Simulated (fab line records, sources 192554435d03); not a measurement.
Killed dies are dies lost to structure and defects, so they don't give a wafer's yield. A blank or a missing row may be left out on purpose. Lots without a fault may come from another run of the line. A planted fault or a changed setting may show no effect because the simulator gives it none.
Split-lot experiment | flow n5_finfet | 7 lots, 39 wafers read, on a route of 1938 steps

THE SPLIT
At N5_BEOL_M15_ETCH_61 (etches BARC in N2/H2, target depth 89 nm, overetch 26.7 nm, time 67.9 s), the setting time_s was moved away from the recipe's 67.9 s on 18 of the 39 wafers read, by -56.2% to +51.4%. The other wafers ran this setting at the recipe's value.

The file shows no step between the split and the reading.

THE READING
coat_of_BEOL_M15_COAT_22.thk_nm (the simulator's own value, which no gauge read), in nm, at N5_BEOL_M15_TRENCH_ETCH_34 (etches SiO2 in C4F8/O2/Ar, target depth 872.93 nm, time 199 s). The file gives no usual value for it. The 21 wafers here that ran the recipe average 543.1 nm, standard deviation 5.2 nm.

wafer  | tool, chamber at the split | time_s as run, s | against the recipe | coat_of_BEOL_M15_COAT_22.thk_nm, nm | against lot-mates on the recipe
L075.1 | rie_diel-04, 2             | 102.8            | +51.4%             | 514.8                               | -30.6
L075.2 | rie_diel-04, 1             | 67.9             | recipe             | 547.6                               | -
L075.3 | rie_diel-04, 3             | 67.9             | recipe             | 540.4                               | -
L075.4 | rie_diel-04, 2             | 102.8            | +51.4%             | 517.2                               | -28.2
L075.5 | rie_diel-04, 3             | 102.8            | +51.4%             | 505                                 | -40.4
L075.6 | rie_diel-04, 1             | 67.9             | recipe             | 548.2                               | -
L074.1 | rie_diel-05, 1             | 29.75            | -56.2%             | 587.4                               | +40.1
L074.2 | rie_diel-05, 3             | 29.75            | -56.2%             | 581.6                               | +34.3
L074.3 | rie_diel-05, 2             | 29.75            | -56.2%             | 578                                 | +30.7
L074.4 | rie_diel-05, 0             | 67.9             | recipe             | 547.2                               | -
L074.5 | rie_diel-05, 0             | 67.9             | recipe             | 546.8                               | -
L074.6 | rie_diel-05, 3             | 67.9             | recipe             | 547.8                               | -
L077.1 | rie_diel-04, 3             | 67.9             | recipe             | 538.4                               | -
L077.2 | rie_diel-04, 1             | 46.76            | -31.1%             | 566                                 | +23.5
L077.5 | rie_diel-04, 1             | 46.76            | -31.1%             | 566                                 | +23.5
L077.3 | rie_diel-04, 0             | 67.9             | recipe             | 544.6                               | -
L077.4 | rie_diel-04, 2             | 46.76            | -31.1%             | 568.4                               | +25.9
L077.6 | rie_diel-04, 0             | 67.9             | recipe             | 544.4                               | -
L080.2 | rie_diel-05, 0             | 67.9             | recipe             | 544                                 | -
L080.4 | rie_diel-05, 2             | 67.9             | recipe             | 542                                 | -
L080.5 | rie_diel-05, 1             | 67.9             | recipe             | 550.4                               | -
L082.1 | rie_diel-01, 1             | 102.5            | +51.0%             | 500.4                               | -37.3
L082.2 | rie_diel-01, 0             | 102.5            | +51.0%             | 513.4                               | -24.3
L082.3 | rie_diel-01, 2             | 102.5            | +51.0%             | 513.2                               | -24.5
L082.4 | rie_diel-01, 3             | 67.9             | recipe             | 530                                 | -
L082.5 | rie_diel-01, 2             | 67.9             | recipe             | 546.6                               | -
L082.6 | rie_diel-01, 1             | 67.9             | recipe             | 536.4                               | -
L086.1 | rie_diel-01, 0             | 67.9             | recipe             | 543.6                               | -
L086.2 | rie_diel-01, 1             | 41.82            | -38.4%             | 560.8                               | +21.2
L086.3 | rie_diel-01, 3             | 41.82            | -38.4%             | 556.6                               | +17.0
L086.4 | rie_diel-01, 2             | 41.82            | -38.4%             | 570                                 | +30.4
L086.5 | rie_diel-01, 0             | 67.9             | recipe             | 543                                 | -
L086.6 | rie_diel-01, 1             | 67.9             | recipe             | 532.2                               | -
L093.1 | rie_diel-04, 3             | 67.9             | recipe             | 540                                 | -
L093.2 | rie_diel-04, 0             | 67.9             | recipe             | 546.4                               | -
L093.3 | rie_diel-04, 2             | 67.9             | recipe             | 545.8                               | -
L093.4 | rie_diel-04, 1             | 95.45            | +40.6%             | 524.6                               | -19.5
L093.5 | rie_diel-04, 3             | 95.45            | +40.6%             | 511.8                               | -32.3
L093.6 | rie_diel-04, 0             | 95.45            | +40.6%             | 522.8                               | -21.3

THE FIT
A straight line over all 39 wafers: coat_of_BEOL_M15_COAT_22.thk_nm changes by -0.638 nm for each +1% of time_s; r = -0.96; the points scatter about the line by 5.7 nm.
The same after taking each lot's own level away (the mean of its wafers on the recipe; 39 wafers): -0.622 nm for each +1%; r = -0.97; scatter 4.9 nm.
On that fit, the largest move of time_s shifts the reading by 35 nm.
The lots' own levels span 537.67 to 547.27 nm, that is 1.9 times the standard deviation above.
So the lot-to-lot level changes the slope little: the two slopes agree.
Check: with one of the wafers moved furthest among these (-56.2%) left out of the fit, the line predicts +34.9 nm for it against its lot-mates. It came out at +40.1 nm against them.

OTHER SPLITS ON THESE WAFERS
These wafers also went through other splits before the reading. Each is held against what the fit with the lots' levels taken away leaves over:
other split on the same wafers   | wafers away from the commonest value | r with coat_of_BEOL_M15_COAT_22.thk_nm (lot level and that fit taken away)
N5_BEOL_M6_TRENCH_ETCH_37 time_s | 15                                   | -0.14
N5_BEOL_M8_DEP_56 target_thk_a   | 15                                   | +0.09
N5_BEOL_M11_ALD_74 ald_cycles    | 9                                    | +0.17

THE WHOLE CHAIN: every reading that the file lists as answering this split, in the file's order
step                       | what it does                                                            | reading                                                                          | change (the file's fit)                                                              | r (the file's)
N5_BEOL_M15_ETCH_61        | etches BARC in N2/H2, target depth 89 nm, overetch 26.7 nm, time 67.9 s | etch.depth_nm (the simulator's own value, which no gauge read)                   | not straight: 49.58 at the lowest setting, 88.98 at the recipe, 89.26 at the highest | not given
N5_BEOL_M15_ETCH_61        | etches BARC in N2/H2, target depth 89 nm, overetch 26.7 nm, time 67.9 s | coat_of_BEOL_M15_COAT_22.thk_nm (the simulator's own value, which no gauge read) | -0.626 nm for each +1% of the setting                                                | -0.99
N5_BEOL_M15_ETCH_61        | etches BARC in N2/H2, target depth 89 nm, overetch 26.7 nm, time 67.9 s | BEOL_M15.cd_nm (the simulator's own value, which no gauge read)                  | +0.123 nm for each +1% of the setting                                                | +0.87
N5_BEOL_M15_TRENCH_ETCH_34 | etches SiO2 in C4F8/O2/Ar, target depth 872.93 nm, time 199 s           | coat_of_BEOL_M15_COAT_22.thk_nm (the simulator's own value, which no gauge read) | -0.621 nm for each +1% of the setting                                                | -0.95

THE FILE'S OWN FIT
coat_of_BEOL_M15_COAT_22.thk_nm changes by -0.621 nm for each +1% of time_s, r = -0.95.
